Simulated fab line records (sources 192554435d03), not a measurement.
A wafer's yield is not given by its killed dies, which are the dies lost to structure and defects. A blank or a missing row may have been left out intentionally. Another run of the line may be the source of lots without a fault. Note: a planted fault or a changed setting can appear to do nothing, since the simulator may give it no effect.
The tool behind it: which one?	flow n5_finfet	11 lots with 33 wafers sampled at 2 steps, on a route of 1938 steps

## WHAT THE GAUGES READ, wafer by wafer
N5_BEOL_M1_INSPECT_13: inspects for defects (brightfield).
lot	measured	on	raw_defect_count
L372	day 6 17:14	defect_inspect-01	308 289 396
L373	day 6 23:20	defect_inspect-02	525 348 483
L374	day 6 23:59	defect_inspect-01	313 376 536
L375	day 7 12:52	defect_inspect-01	323 364 378
L378	day 8 00:43	defect_inspect-01	410 312 398
L377	day 8 02:02	defect_inspect-01	235 265 203
L379	day 8 15:16	defect_inspect-01	318 341 442
L380	day 8 20:53	defect_inspect-01	191 306 419
L384	day 9 19:46	defect_inspect-01	389 479 303
L391	day 11 14:04	defect_inspect-02	444 429 382
L392	day 11 22:26	defect_inspect-01	360 328 399

## WHAT TOOL EACH LOT RAN ON (gives the tool, then ch and the chambers of the sampled wafers, and finally the start)
lot	N5_BEOL_M1_HM_DEP_02
L372	pvd_sputter-02, day 6 16:38
L373	pvd_sputter-03, day 6 22:52
L374	pvd_sputter-03, day 6 23:31
L375	pvd_sputter-02, day 7 12:16
L378	pvd_sputter-03, day 8 00:14
L377	pvd_sputter-01, day 8 01:25
L379	pvd_sputter-02, day 8 14:47
L380	pvd_sputter-02, day 8 20:17
L384	pvd_sputter-03, day 9 19:17
L391	pvd_sputter-03, day 11 13:28
L392	pvd_sputter-01, day 11 21:50
- N5_BEOL_M1_HM_DEP_02: deposits TiN, target thk 20 nm.

## THE ANSWER, worked out from the rows above alone
Rule: the usual values come from the lots themselves. The widest of any qualifying gaps counts: lots, ordered by their means at a reading, are off when they make up no more than a third of the lots, leave a main group of 4 or more, and stand apart from it by 3 or more times the standard deviation of that group's means. Not used: any main group whose means are identical at the precision the tables above print for the reading. Also off: a lot with no number at a reading for which 4 or more lots have one. Any other lot the step has rows for is counted as sound.
Nothing can be told from this: no lot is off at any reading shown.

## WHAT WAS PUT IN BY THE SIMULATOR
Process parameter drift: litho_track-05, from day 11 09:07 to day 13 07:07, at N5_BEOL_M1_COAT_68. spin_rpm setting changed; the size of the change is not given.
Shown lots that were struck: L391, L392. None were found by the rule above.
